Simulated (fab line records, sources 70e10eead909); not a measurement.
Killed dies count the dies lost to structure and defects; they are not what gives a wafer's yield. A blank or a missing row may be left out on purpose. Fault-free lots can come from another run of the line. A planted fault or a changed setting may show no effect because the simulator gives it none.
A struck lot beside a sound one / flow nand-harc / 13 steps out of a route of 1159
Sound: wafers L583.2, L583.5, L583.6. Wafers L593.3, L593.4, L593.5 were the ones struck. Last of all comes the cause.
At each step with rows: each side's tool, then ch and its chambers, then its first start. Under that, the readings that differ: sound wafers / struck wafers / difference of the means / sigmas: that difference in standard deviations of wafers without a fault.
alike: readings whose means differ by less than 2 such deviations, and words and numbers that are the same on both sides. not compared: withheld readings, readings that some wafer has no value for, bounds like >300 that may hide the same value, and numbers for which the record gives no deviation and whose values overlap.
The two part at a step that has a row with sigmas, a row that says differs or no value, or rows on one side only. When numbers do not overlap yet have no deviation, they are printed without sigmas and do not part them. Lack of a reading on every wafer of one side parts them only where that side has two or more wafers.

first, 5 steps without rows for these wafers: NHARC_A_STAIRCASE_EBR_180; NHARC_A_STAIRCASE_EXPOSE_181 (exposes mask STAIR 2); NHARC_A_STAIRCASE_PEB_182 (peb time 130 s); NHARC_A_STAIRCASE_DEVELOP_183 (time 140 s); NHARC_A_STAIRCASE_HARDBAKE_185 (time 140 s).
NHARC_A_STAIRCASE_DESCUM_186: chemistry O2, time 3 s.
  sound on rie-diel-01 ch 2,3, day 13 12:39; struck on rie-diel-03 ch 2,3, day 15 18:33
  alike: drypump-motor-current-A, oes-product-au, rf-vpp-V, showerhead-plenum-p-Torr, throttle-valve-pct
  not compared: rf-hours-counter-h
NHARC_A_STAIRCASE_TRIM_187: chemistry O2, time 211.2 s.
  sound on rie-diel-01 ch 1,2,3, day 13 12:46; struck on rie-diel-03 ch 2,3, day 15 18:39
  alike: drypump-motor-current-A, oes-product-au, rf-vpp-V, showerhead-plenum-p-Torr, throttle-valve-pct
  not compared: rf-hours-counter-h
NHARC_A_STAIRCASE_ETCH_188: etches the open film in C4F8/O2, target depth 100 nm, time 40.5 s.
  sound: rie-diel-01 ch 1,2,3; struck: rie-diel-03 ch 2,3
  alike: bias-w, oes-product-au, rf-fwd-power-W, rf-vpp-V
  not compared: rf-hours-counter-h
NHARC_A_STAIRCASE_TRIM_189: chemistry O2, time 211.2 s.
  sound: rie-diel-01 ch 1,2,3; struck: rie-diel-03 ch 0,2,3
  alike: drypump-motor-current-A, oes-product-au, rf-vpp-V, showerhead-plenum-p-Torr, throttle-valve-pct
  not compared: rf-hours-counter-h
NHARC_A_STAIRCASE_ETCH_190: etches the open film in C4F8/O2, target depth 100 nm, time 40.5 s.
  sound: rie-diel-01 ch 1,2; struck: rie-diel-03 ch 2,3
  alike: bias-w, oes-product-au, rf-fwd-power-W, rf-vpp-V
  not compared: rf-hours-counter-h
then, 1 step without rows for these wafers: NHARC_A_STAIRCASE_TRIM_191 (chemistry O2, time 211.2 s).
NHARC_A_STAIRCASE_ETCH_192: etches the open film in C4F8/O2, target depth 100 nm, time 40.5 s.
  sound on rie-diel-01 ch 0,1,3, day 13 13:22; struck on rie-diel-03 ch 2,3, day 15 19:21
reading=oes-product-au (a.u.); sound=0.945 0.933 0.938; struck=0.852 0.858 0.863; difference=-0.081; sigmas=-7
reading=rf-fwd-power-W (W); sound=594.0 593.3 591.0; struck=495.0 494.6 495.6; difference=-97.7; sigmas=-42
  alike: bias-w, rf-vpp-V
  not compared: rf-hours-counter-h
then, 1 step without rows for these wafers: NHARC_A_STAIRCASE_TRIM_193 (chemistry O2, time 211.2 s).

## WHERE THEY PART
Only at NHARC_A_STAIRCASE_ETCH_192, within this record.

WHY: the cause the simulator had injected
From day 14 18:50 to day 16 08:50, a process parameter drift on rie-diel-03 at NHARC_A_STAIRCASE_ETCH_192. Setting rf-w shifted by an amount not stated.
